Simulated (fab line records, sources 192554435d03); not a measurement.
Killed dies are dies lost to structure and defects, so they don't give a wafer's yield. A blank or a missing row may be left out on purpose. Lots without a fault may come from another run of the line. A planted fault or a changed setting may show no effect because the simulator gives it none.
fab line records | flow n5_finfet
record lots=9 wafers=27 last_day=19
route steps=1938 shown SD_EPI_P@314 SD_ACTIVATION@332 ILD0@340 BEOL_M4@1111 PASSIVATION@1936
lots that met no fault: from a run of the same line without faults
start_h: hours from the record's first day to the start of the lot's first wafer shown | wait_h: hours since the lot's step before | " the same as in the row above | L1.1+2: a row that stands for several wafers | - no value, or no start given | * or withheld: withheld | < > ~ a bound
route shown NAME@n: a module of which the file shows steps, and the number in the route of the first | usual: mean/standard deviation of fault-free wafers | same: alike in all rows | chamber/n: place in a boat | sites: the reading at each site | _std_site: their standard deviation | _edge_site: outer sites' mean less inner sites' | radius_mm: how far each site lies from the wafer's centre | mask NAME#n: copy n | behind: the tool/chamber that last shaped the wafer | hold: why the lot was held/for how many hours/how that ended | device: the transistor (n, p or np) that didn't switch | end of line: the same wafers' tests at the end of the route | a step without rows: its recipe alone | killed: dies lost to structure and defects at the first sort, not the wafer's yield | map: a wafer's dies, x killed, . not, _ none there
set.NAME: the setting as run; set.NAME@STEP: as run at that earlier step | model.NAME: the simulator's own value behind a step, which no gauge read
steps of the route over a sample of lots; a table a step, a row a wafer
services: from which hour (start_h, from the record's first day; less than 0 if before it) a tool's chamber was out of use, for how many hours, and why
## steps
# step N5_SD_EPI_P_SD_RECESS_17
# recipe chemistry=HBr/Cl2/O2 target_depth_a=391 bt_time_s=3 pressure_mtorr=10 icp_w=800 bias_w=112 HBr_flow_sccm=150 Cl2_flow_sccm=80 O2_flow_sccm=12
# usual drypump_motor_current_A=5.9/0.5 oes_product_au=0.998/0.017 throttle_valve_pct=37.0/0.33
# columns lot.wafer tool chamber start_h wait_h drypump_motor_current_A oes_product_au rf_hours_counter_h throttle_valve_pct
L855.2 rie_si-01 2 58.63 0.0 6.3 0.978 45 37.1
L855.5 " 2 " " 6.3 0.983 - 37.1
L855.6 " 3 " " 5.7 0.984 - 37.3
L857.2 rie_si-04 1 70.30 0.0 5.9 1.009 7 37.4
L857.4 " 2 " " 6.4 1.029 0 36.7
L857.6 " 0 " " 6.2 1.033 - 37.3
L859.1 rie_si-03 2 80.39 0.0 5.7 0.997 182 36.7
L859.2 " 3 " " 6.4 0.996 99 37.5
L859.6 " 1 " " 6.6 0.994 - 37.1
L863.3 rie_si-01 1 102.95 0.0 4.9 0.987 147 36.4
L863.5 " 2 " " 6.3 0.984 - 37.1
L863.6 " 3 " " 5.7 0.989 - 37.3
L864.2 rie_si-01 1 108.79 0.0 4.9 0.995 147 36.4
L864.3 " 2 " " 6.3 0.986 45 37.1
L864.4 " 2 " " 6.3 0.972 - 37.2
L865.1 rie_si-03 1 114.22 0.0 6.6 0.994 71 37.2
L865.4 " 2 " " 5.6 1.006 183 36.7
L865.5 " 0 " " 5.1 0.973 - 36.9
L866.4 rie_si-04 3 123.26 0.0 6.0 0.990 125 36.7
L866.5 " 1 " " 5.9 1.009 - 37.4
L866.6 " 0 " " 6.2 1.031 - 37.4
L877.2 rie_si-03 1 187.54 0.0 6.5 0.994 72 37.2
L877.3 " 0 " " 5.1 0.965 6 36.9
L877.6 " 2 " " 5.7 1.008 - 36.8
L878.3 rie_si-04 0 192.52 0.0 6.2 1.028 41 37.3
L878.4 " 1 " " 5.9 1.003 10 37.4
L878.5 " 2 " " 6.4 1.022 - 36.8
# step N5_SD_EPI_P_EPI_21
# recipe material=SiGe:B dopant=B temp_c=550 pressure_torr=20 ambient=H2 time_s=355
# usual susceptor_temp_C=549.93/0.27
# columns lot.wafer tool chamber start_h wait_h susceptor_temp_C
L855.2 epi_rpcvd-03 0 59.66 0.5 549.81
L855.5 " 0 60.74 1.5 549.71
L855.6 " 0 " " 549.78
L857.2 epi_rpcvd-03 0 71.34 0.5 550.09
L857.4 " 0 " " 550.39
L857.6 " 0 " " 550.41
L859.1 epi_rpcvd-02 0 81.05 0.1 549.94
L859.2 " 0 " " 550.03
L859.6 " 0 82.85 1.8 549.86
L863.3 epi_rpcvd-03 0 104.34 0.8 549.72
L863.5 " 0 " " 550.29
L863.6 " 0 " " 550.29
L864.2 epi_rpcvd-03 0 109.81 0.5 550.52
L864.3 " 0 " " 549.75
L864.4 " 0 " " 550.22
L865.1 epi_rpcvd-03 0 114.89 0.1 549.78
L865.4 " 0 115.97 1.1 549.64
L865.5 " 0 " " 549.96
L866.4 epi_rpcvd-04 0 125.48 1.5 549.54
L866.5 " 0 " " 549.77
L866.6 " 0 " " 549.63
L877.2 epi_rpcvd-03 0 188.57 0.5 549.65
L877.3 " 0 " " 549.58
L877.6 " 0 190.01 1.8 549.40
L878.3 epi_rpcvd-02 0 193.90 0.8 550.22
L878.4 " 0 " " 549.98
L878.5 " 0 " " 550.34
# step N5_SD_ACTIVATION_RS_MEAS_03
# recipe thk_meas_gauge=four-point-probe
# usual RS_SD_N=22.0/0.33 RS_SD_P=55.9/0.81
# columns lot.wafer tool chamber start_h wait_h RS_SD_N[ohm/sq] RS_SD_P[ohm/sq]
L855.2 film_metro-01 - 62.13 0.2 21.5 55.1
L855.5 " - " " 21.5 55.2
L855.6 " - " " 21.8 54.7
L857.2 film_metro-02 - 73.83 0.2 22.5 54.9
L857.4 " - " " 22.5 56.0
L857.6 " - " " 22.6 55.4
L859.1 film_metro-01 - 83.86 0.2 22.0 55.3
L859.2 " - " " 22.0 54.9
L859.6 " - " " 22.1 55.0
L863.3 film_metro-02 - 106.46 0.2 22.5 55.9
L863.5 " - " " 22.1 55.2
L863.6 " - " " 21.8 55.4
L864.2 film_metro-02 - 112.28 0.2 21.9 355.8
L864.3 " - " " 22.3 350.1
L864.4 " - " " 22.2 354.3
L865.1 film_metro-02 - 117.71 0.2 22.1 369.8
L865.4 " - " " 22.1 369.0
L865.5 " - " " 22.0 365.1
L866.4 film_metro-02 - 127.73 0.1 22.3 54.7
L866.5 " - " " 21.7 56.0
L866.6 " - " " 21.9 55.1
L877.2 film_metro-01 - 191.05 0.2 22.0 55.1
L877.3 " - " " 22.1 55.1
L877.6 " - " " 22.0 55.3
L878.3 film_metro-02 - 196.10 0.2 22.3 56.3
L878.4 " - " " 22.1 54.9
L878.5 " - " " 22.1 54.9
# step N5_ILD0_CMP_07
# recipe stop_on=poly-Si material=SiO2_flowable t_overpolish_s=1.18 post_cmp_clean=alkaline_brush down_force_psi=4.1491 platen_rpm=51.796 pad_velocity_m_s=1.0306 target_thk_nm=138.88
# usual motor_current_A=12.5/1.5
# columns lot.wafer tool chamber start_h wait_h motor_current_A
L855.2 cmp-04 1 65.56 0.1 12.8
L855.5 " 0 " " 10.2
L855.6 " 1 " " 14.4
L857.2 cmp-04 0 76.85 0.0 10.3
L857.4 " 1 " " 13.5
L857.6 " 1 " " 14.4
L859.1 cmp-04 3 87.17 0.1 12.1
L859.2 " 1 " " 14.3
L859.6 " 2 " " 12.2
L863.3 cmp-02 0 109.58 0.1 13.6
L863.6 " 1 " " 13.4
L863.5 " 2 " " 12.4
L864.3 cmp-01 2 115.35 0.1 10.4
L864.4 " 3 " " 14.1
L864.2 " 0 " " 14.5
L865.4 cmp-01 2 120.75 0.0 10.8
L865.1 " 1 " " 10.9
L865.5 " 2 " " 10.3
L866.4 cmp-04 3 130.86 0.1 13.1
L866.5 " 2 " " 12.0
L866.6 " 3 " " 12.6
L877.3 cmp-01 1 194.66 0.2 10.7
L877.2 " 0 " " 13.8
L877.6 " 1 " " 10.4
L878.3 cmp-02 0 199.12 0.0 13.8
L878.4 " 3 " " 14.6
L878.5 " 0 " " 14.4
# step N5_ILD0_CMP_12
# recipe stop_on=poly-Si material=SiNx t_overpolish_s=6 post_cmp_clean=alkaline_brush down_force_psi=2.5 platen_rpm=51.8 pad_velocity_m_s=1.0307 target_thk_nm=17.67
# usual motor_current_A=9.2/1.1 overpolish_run_s=6.000/0.0089 time_to_endpoint_s=27.7/2.3
# columns lot.wafer tool chamber start_h wait_h motor_current_A overpolish_run_s time_to_endpoint_s
L855.2 cmp-02 0 68.85 1.2 10.5 6.011 29.7
L855.6 " 1 " " 9.0 6.010 28.6
L855.5 " 2 " " 9.1 5.998 28.3
L857.4 cmp-04 3 80.15 1.2 9.6 5.995 27.3
L857.2 " 0 " " 7.6 5.992 27.7
L857.6 " 2 " " 8.8 5.995 29.1
L859.2 cmp-04 3 90.58 1.2 9.4 6.000 26.6
L859.1 " 1 " " 10.1 6.003 29.8
L859.6 " 2 " " 9.0 5.992 29.0
L863.3 cmp-02 2 113.80 1.2 9.2 5.994 23.9
L863.5 " 1 " " 9.4 5.992 26.1
L863.6 " 2 " " 9.1 6.013 23.6
L864.3 cmp-04 3 118.66 1.2 8.9 6.004 24.3
L864.2 " 0 " " 7.6 5.995 28.2
L864.4 " 1 " " 9.7 6.009 28.7
L865.1 cmp-01 3 124.00 1.2 9.5 6.005 31.4
L865.4 " 1 " " 8.0 6.007 25.2
L865.5 " 3 " " 10.5 5.983 29.4
L866.4 cmp-02 2 134.25 1.1 8.9 6.007 25.7
L866.6 " 2 " " 9.0 5.991 25.2
L866.5 " 3 " " 10.4 6.006 22.5
L877.2 cmp-01 1 198.06 1.2 7.5 6.010 27.1
L877.3 " 3 " " 10.7 6.002 30.7
L877.6 " 0 " " 10.6 5.994 31.0
L878.3 cmp-02 2 202.37 1.2 9.2 6.008 26.7
L878.4 " 0 " " 10.4 5.989 26.3
L878.5 " 2 " " 9.5 5.987 26.8
# step N5_BEOL_M4_RC_MEAS_101
# usual DIBL_N=36.6/1.9 DIBL_P=36.7/2.2 IOFF_N=0.16/0.035 IOFF_P=0.22/0.038 IOFF_P_85C=3.8/0.55 IOFF_P_LIN=0.104/0.014 ION_N=672/14 ION_P=462/8.3 RC_DENSE_P=23.7/0.62 RC_P=19.3/0.48 REXT_P=100.5/2.1 RS_SD_P=65.5/0.94 SS_N=71.6/0.65 SS_P=73.5/0.72 VT_N=250/3.5 VT_P=-250/3.1 VT_P_LVT=-98.3/3
# columns lot.wafer tool chamber start_h wait_h DIBL_N[mV/V] DIBL_P[mV/V] IOFF_N[nA/um] IOFF_P[nA/um] IOFF_P_85C[nA/um] IOFF_P_LIN[nA/um] ION_N[uA/um] ION_P[uA/um] RC_DENSE_P[ohm.um] RC_P[ohm.um] REXT_P[ohm.um] RS_SD_P[ohm/sq] SS_N[mV/dec] SS_P[mV/dec] VT_N[mV] VT_P[mV] VT_P_LVT[mV]
L855.2 prober-01 0 203.17 0.2 39.2 40.5 0.22 0.34 5.4 0.147 686 483 23.7 19.4 97.8 63.9 71.1 74.5 243 -239 -91.4
L855.5 " 0 " " 37.5 39.0 0.17 0.29 4.7 0.129 677 471 24.3 19.7 98.0 64.5 71.0 73.9 247 -244 -94.5
L855.6 " 0 " " 33.2 32.6 0.10 0.18 3.2 0.094 646 455 23.8 19.3 98.1 63.8 69.9 72.5 255 -252 -99.7
L859.1 prober-02 0 207.69 0.0 36.5 36.7 0.15 0.19 3.4 0.087 653 448 24.1 19.7 102.6 64.4 71.6 73.3 254 -258 -103.3
L859.2 " 0 " " 34.4 34.7 0.12 0.16 2.9 0.079 667 453 24.9 19.9 103.6 64.9 71.0 72.7 254 -257 -104.4
L859.6 " 0 " " 33.4 32.6 0.11 0.14 2.6 0.070 650 442 24.0 19.4 103.4 65.0 70.7 71.6 257 -257 -105.8
L857.2 prober-02 0 218.38 0.2 37.3 37.3 0.16 0.25 4.3 0.119 690 480 23.0 18.9 99.8 65.4 71.2 73.6 248 -247 -97.0
L857.4 " 0 " " 33.2 32.7 0.11 0.18 3.2 0.093 685 474 23.5 19.1 99.2 65.7 70.0 72.5 253 -250 -99.4
L857.6 " 0 " " 34.2 34.5 0.13 0.20 3.6 0.101 676 477 23.2 18.9 99.6 64.6 70.5 72.5 251 -249 -97.7
L863.3 prober-01 0 238.77 0.3 36.2 36.5 0.14 0.21 3.6 0.098 674 459 24.2 19.7 101.7 65.8 71.4 73.3 256 -252 -102.3
L863.5 " 0 " " 36.9 37.1 0.16 0.23 3.8 0.106 673 467 22.6 18.6 100.3 65.3 71.7 74.2 251 -245 -99.9
L863.6 " 0 " " 35.3 35.5 0.13 0.20 3.5 0.098 674 465 23.7 19.4 101.4 65.2 71.0 73.5 251 -250 -101.5
L864.2 prober-02 0 249.28 0.2 36.3 26.8 0.15 0.07 1.4 0.043 678 328 92.4 75.9 397.1 373.9 71.1 71.4 252 -268 -117.3
L864.3 " 0 " " 37.3 27.7 0.16 0.08 1.6 0.046 659 322 93.6 76.4 391.5 365.3 71.4 71.9 250 -265 -116.1
L864.4 " 0 " " 36.5 27.8 0.16 0.07 1.5 0.045 681 324 96.4 78.2 398.5 374.4 71.4 71.8 247 -267 -117.1
L866.4 prober-01 0 254.94 0.5 32.7 34.8 0.12 0.18 3.2 0.093 655 459 23.5 19.3 98.7 65.2 70.9 72.7 252 -252 -100.8
L866.5 " 0 " " 36.4 38.2 0.18 0.23 3.8 0.107 670 466 23.3 19.1 98.8 65.8 72.2 73.1 249 -249 -98.2
L866.6 " 0 " " 33.4 34.6 0.12 0.18 3.2 0.090 665 460 22.4 18.2 98.4 65.3 71.6 72.6 253 -252 -100.7
L865.1 prober-02 0 257.28 0.0 34.1 23.2 0.13 0.06 1.2 0.038 650 309 99.9 80.9 411.7 379.5 71.7 70.8 254 -270 -118.8
L865.4 " 0 " " 33.8 22.5 0.12 0.05 1.2 0.037 656 313 103.8 84.4 410.7 382.6 71.4 70.9 256 -269 -119.5
L865.5 " 0 " " 33.7 22.3 0.12 0.05 1.2 0.036 642 303 101.0 81.8 409.9 389.6 71.3 70.8 258 -268 -120.3
L877.2 prober-02 0 319.81 0.2 38.0 37.2 0.19 0.26 4.3 0.120 699 472 24.3 19.8 103.2 64.4 71.8 73.5 249 -244 -94.9
L877.3 " 0 " " 39.0 39.1 0.23 0.31 4.9 0.133 682 467 24.2 20.0 105.0 64.5 71.8 74.1 245 -244 -93.2
L877.6 " 0 " " 37.8 36.6 0.18 0.25 4.2 0.116 674 463 24.5 20.0 102.8 64.8 72.4 73.6 248 -245 -94.8
L878.3 prober-01 0 328.16 0.3 37.0 38.4 0.17 0.22 3.9 0.104 674 467 24.1 19.6 102.0 66.6 71.4 73.3 251 -250 -97.6
L878.4 " 0 " " 36.8 38.0 0.17 0.24 4.1 0.109 676 459 23.2 19.0 99.8 64.7 72.2 74.1 248 -248 -96.4
L878.5 " 0 " " 38.7 39.6 0.20 0.26 4.3 0.113 694 470 25.2 20.5 100.9 65.1 72.2 73.6 249 -248 -96.3
# step N5_PASSIVATION_PROBE_49
# usual defect_limited_yield=91.6/1.4 killed_at_M0_to_M3=35/10 killed_at_M4_up=13/4.8 killed_at_contacts=12/7.2 killed_at_front_end=36/12 killed_at_other=4/3.1 killed_dies=100/17 killed_open=66/13 killed_short=32/7.3 sort_bin_5_function=5.0/0.94 sort_bin_6_memory=3.1/0.67 sort_bin_8_speed=0.01/0.047 sort_n_pass=1080/17 sort_yield_pct=91.6/1.4
# same gross_dies=1180 killed_at_back_side=0 sort_bin_4_leakage[%]=0
# columns lot.wafer tool chamber start_h wait_h defect_limited_yield[%] killed_at_M0_to_M3 killed_at_M4_up killed_at_contacts killed_at_front_end killed_at_other killed_dies killed_open killed_short sort_bin_5_function[%] sort_bin_6_memory[%] sort_bin_8_speed[%] sort_n_pass sort_yield_pct[%]
L859.1 prober-02 - 322.84 0.0 91.3 38 6 29 27 3 103 63 40 4.8 3.6 0 1077 91.3
L859.2 prober-02 - 322.89 0.1 90.0 22 10 37 45 4 118 75 43 5.9 3.7 0 1062 90.0
L859.6 prober-02 - 323.09 0.3 89.1 26 13 26 61 3 129 76 51 6.4 4.1 0.08 1051 89.1
L863.3 prober-02 - 371.47 0.1 91.0 27 16 12 50 1 106 78 26 4.9 3.6 0 1074 91.0
L863.5 prober-02 - 371.57 0.2 89.7 34 20 10 52 6 122 88 32 5.6 4.4 0 1058 89.7
L863.6 prober-02 - 371.62 0.3 90.9 23 20 6 56 2 107 78 28 4.2 4.7 0 1073 90.9
L864.2 prober-02 - 375.75 0.1 94.4 28 10 10 17 1 66 48 18 2.8 2.7 94.41 0 0
L864.3 prober-02 - 375.80 0.1 96.0 18 4 9 13 3 47 35 12 2.5 1.4 96.02 0 0
L864.4 prober-02 - 375.85 0.2 93.3 32 11 15 21 0 79 58 21 3.6 2.7 93.31 0 0
L866.4 prober-02 - 376.90 0.2 91.6 44 12 7 23 13 99 67 32 4.7 3.3 0 1081 91.6
L866.5 prober-02 - 376.95 0.2 92.1 36 17 9 24 7 93 61 32 4.3 3.6 0 1087 92.1
L866.6 prober-02 - 377.00 0.3 90.2 38 17 10 41 10 116 78 38 6.0 3.6 0 1064 90.2
L865.1 prober-01 - 389.60 0.0 91.5 37 7 13 39 4 100 61 39 4.6 3.6 91.53 0 0
L865.4 prober-01 - 389.75 0.2 91.2 31 7 8 52 6 104 68 36 5.3 3.2 91.19 0 0
L865.5 prober-01 - 389.80 0.2 92.0 30 25 12 26 1 94 65 29 5.0 2.9 92.03 0 0
# killed by level:class
L859.1 MOL_CONTACT_COAG:geometric_particle:open=23 BEOL_M0_SAQP:geometric_particle:short=13 FIN_SAQP:geometric_particle:short=8 BEOL_M2:geometric_particle:open=8 BEOL_M0_SAQP:geometric_particle:open=7 MOL_CONTACT_COAG:geometric_particle:short=6 FIN_SAQP:geometric_particle:open=5 BEOL_M2:geometric_particle:short=4
L859.2 MOL_CONTACT_COAG:geometric_particle:open=26 MOL_CONTACT_COAG:geometric_particle:short=11 FIN_SAQP:geometric_particle:open=10 FIN_SAQP:geometric_particle:short=10 GATE_CUT:geometric_particle:short=7 BEOL_M4:geometric_particle:open=7 STI_FIN_REVEAL:geometric_particle:open=6 BEOL_M2:geometric_particle:open=6
L859.6 FIN_SAQP:geometric_particle:short=21 MOL_CONTACT_COAG:geometric_particle:open=21 FIN_SAQP:geometric_particle:open=17 GATE_CUT:geometric_particle:short=10 BEOL_M0_SAQP:geometric_particle:open=8 BEOL_M0_SAQP:geometric_particle:short=6 MOL_CONTACT_COAG:geometric_particle:short=5 STI_FIN_REVEAL:geometric_particle:open=4
L863.3 STI_FIN_REVEAL:geometric_particle:open=17 MOL_CONTACT_COAG:geometric_particle:open=10 BEOL_M2:geometric_particle:open=7 BEOL_M4:geometric_particle:open=7 FIN_SAQP:geometric_particle:short=6 FIN_SAQP:geometric_particle:open=6 DUMMY_GATE:geometric_particle:open=4 BEOL_M0:geometric_particle:open=4
L863.5 STI_FIN_REVEAL:geometric_particle:open=13 BEOL_M4:geometric_particle:open=12 DUMMY_GATE:geometric_particle:open=11 MOL_CONTACT_COAG:geometric_particle:open=9 BEOL_M1:geometric_particle:open=9 FIN_SAQP:geometric_particle:short=7 BEOL_M2:geometric_particle:short=6 FIN_SAQP:geometric_particle:open=5
L863.6 STI_FIN_REVEAL:geometric_particle:open=20 BEOL_M4:geometric_particle:open=14 BEOL_M2:geometric_particle:open=8 FIN_SAQP:geometric_particle:short=7 ILD0:geometric_particle:open=5 BEOL_M0_SAQP:geometric_particle:open=5 FIN_SAQP:geometric_particle:open=4 STI_FIN_REVEAL:geometric_particle:short=4
L864.2 MOL_CONTACT_COAG:geometric_particle:open=8 BEOL_M1:geometric_particle:open=8 BEOL_M3:geometric_particle:open=8 STI_FIN_REVEAL:geometric_particle:open=5 BEOL_M2:geometric_particle:open=4 ILD0:geometric_particle:short=3 BEOL_M0_SAQP:geometric_particle:short=3 BEOL_M4:geometric_particle:open=3
L864.3 MOL_CONTACT_COAG:geometric_particle:open=6 BEOL_M1:geometric_particle:open=6 BEOL_M0_SAQP:geometric_particle:open=4 BEOL_M2:geometric_particle:open=4 SPACER0:geometric_particle:open=3 MOL_CONTACT_COAG:geometric_particle:short=3 FIN_SAQP:geometric_particle:open=2 FIN_SAQP:geometric_particle:short=2
L864.4 MOL_CONTACT_COAG:geometric_particle:open=13 BEOL_M2:geometric_particle:open=8 BEOL_M0:geometric_particle:open=5 BEOL_M1:geometric_particle:open=5 FIN_SAQP:geometric_particle:short=4 DUMMY_GATE:geometric_particle:open=4 BEOL_M0_SAQP:geometric_particle:open=4 BEOL_M1:geometric_particle:short=4
L866.4 BEOL_M0_SAQP:geometric_particle:open=10 BEOL_M3:geometric_particle:open=9 FIN_SAQP:geometric_particle:open=8 BEOL_M2:geometric_particle:open=6 MIM_TOP_ETCH:geometric_particle:open=6 BEOL_M3:geometric_particle:short=5 MOL_CONTACT_COAG:geometric_particle:open=4 BEOL_M0_SAQP:geometric_particle:short=4
L866.5 BEOL_M2:geometric_particle:open=9 BEOL_M3:geometric_particle:open=8 MOL_CONTACT_COAG:geometric_particle:open=7 FIN_SAQP:geometric_particle:open=6 GATE_CUT:geometric_particle:short=5 BEOL_M0_SAQP:geometric_particle:open=5 BEOL_M4:geometric_particle:short=5 BEOL_M5:geometric_particle:open=5
L866.6 FIN_SAQP:geometric_particle:open=13 MOL_CONTACT_COAG:geometric_particle:open=8 BEOL_M3:geometric_particle:open=8 BEOL_M0_SAQP:geometric_particle:short=7 BEOL_M0_SAQP:geometric_particle:open=7 FIN_SAQP:geometric_particle:short=6 STI_FIN_REVEAL:geometric_particle:open=6 BEOL_M5:geometric_particle:open=6
L865.1 BEOL_M0_SAQP:geometric_particle:open=9 BEOL_M0_SAQP:geometric_particle:short=9 FIN_SAQP:geometric_particle:short=8 MOL_CONTACT_COAG:geometric_particle:open=8 BEOL_M1:geometric_particle:open=8 FIN_SAQP:geometric_particle:open=7 STI_FIN_REVEAL:geometric_particle:open=7 MOL_CONTACT_COAG:geometric_particle:short=5
L865.4 STI_FIN_REVEAL:geometric_particle:open=16 DUMMY_GATE:geometric_particle:open=9 BEOL_M1:geometric_particle:open=9 MOL_CONTACT_COAG:geometric_particle:open=8 BEOL_M0_SAQP:geometric_particle:short=7 FIN_SAQP:geometric_particle:short=5 FIN_SAQP:geometric_particle:open=5 STI_FIN_REVEAL:geometric_particle:short=3
L865.5 BEOL_M1:geometric_particle:open=11 MOL_CONTACT_COAG:geometric_particle:open=9 BEOL_M4:geometric_particle:open=9 DUMMY_GATE:geometric_particle:open=6 FIN_SAQP:geometric_particle:open=5 BEOL_M0_SAQP:geometric_particle:short=5 BEOL_M2:geometric_particle:open=5 FIN_SAQP:geometric_particle:short=4
## services
# columns tool chamber start_h hours kind
cmp-01 - 44.99 0.3 repair
cmp-01 - 47.65 1.1 repair
rie_si-01 3 51.18 5.7 repair
cmp-04 - 52.85 0.8 repair
rie_si-03 1 55.40 6.2 repair
epi_rpcvd-02 - 55.69 1.5 repair
cmp-01 - 77.15 0.6 repair
cmp-01 - 82.30 5.8 pm
epi_rpcvd-03 - 89.40 0.4 repair
rie_si-01 0 99.56 38.7 repair
cmp-02 - 102.04 0.2 repair
cmp-02 - 105.39 0.4 repair
cmp-04 - 112.66 1.5 repair
rie_si-03 2 120.54 1.2 repair
cmp-01 - 145.28 7.5 pm
cmp-01 - 164.61 0.9 repair
cmp-01 - 167.81 0.7 repair
rie_si-01 - 169.59 2.8 pm
epi_rpcvd-04 - 170.91 2.8 pm
cmp-04 - 172.74 4.0 pm
rie_si-03 - 174.22 2.8 pm
cmp-04 - 189.57 3.7 pm
cmp-02 - 194.05 4.0 pm
rie_si-04 0 199.05 7.2 repair
## key
first_sign step=N5_SD_ACTIVATION_RS_MEAS_03 reading=RS_SD_P direction=up sigmas=99+ usual=55.9 struck=360.7
effect step=N5_BEOL_M4_RC_MEAS_101 reading=RS_SD_P direction=up sigmas=99+ usual=65.5 struck=377.6
effect step=N5_BEOL_M4_RC_MEAS_101 reading=REXT_P direction=up sigmas=99+ usual=100.5 struck=403.3
effect step=N5_BEOL_M4_RC_MEAS_101 reading=RC_P direction=up sigmas=99+ usual=19.3 struck=79.6
effect step=N5_BEOL_M4_RC_MEAS_101 reading=RC_DENSE_P direction=up sigmas=99+ usual=23.7 struck=97.8
effect step=N5_BEOL_M4_RC_MEAS_101 reading=ION_P direction=down sigmas=18 usual=462 struck=317
effect step=N5_BEOL_M4_RC_MEAS_101 reading=VT_P_LVT direction=down sigmas=6.7 usual=-98.3 struck=-118.2
effect step=N5_BEOL_M4_RC_MEAS_101 reading=VT_P direction=down sigmas=5.9 usual=-250 struck=-268
effect step=N5_BEOL_M4_RC_MEAS_101 reading=DIBL_P direction=down sigmas=5.3 usual=36.7 struck=25.1
effect step=N5_BEOL_M4_RC_MEAS_101 reading=IOFF_P_LIN direction=down sigmas=4.6 usual=0.104 struck=0.041
effect step=N5_BEOL_M4_RC_MEAS_101 reading=IOFF_P_85C direction=down sigmas=4.5 usual=3.8 struck=1.3
effect step=N5_BEOL_M4_RC_MEAS_101 reading=IOFF_P direction=down sigmas=4.1 usual=0.22 struck=0.06
effect step=N5_BEOL_M4_RC_MEAS_101 reading=SS_P direction=down sigmas=3.1 usual=73.5 struck=71.2
effect step=N5_PASSIVATION_PROBE_49 reading=sort_bin_8_speed direction=up sigmas=99+ usual=0.01 struck=93.08
met_at N5_SD_EPI_P_EPI_21
struck_lots L864,L865
not_acting_at N5_SD_EPI_P_SD_RECESS_17,N5_ILD0_CMP_07,N5_ILD0_CMP_12
onset_between 104.34 109.81
fault kind=process_parameter_drift tool=epi_rpcvd-03 chamber=- onset_h=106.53 steps=N5_SD_EPI_P_EPI_21 channel=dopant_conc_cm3 offset=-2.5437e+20 shape=step end_h=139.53 stated=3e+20
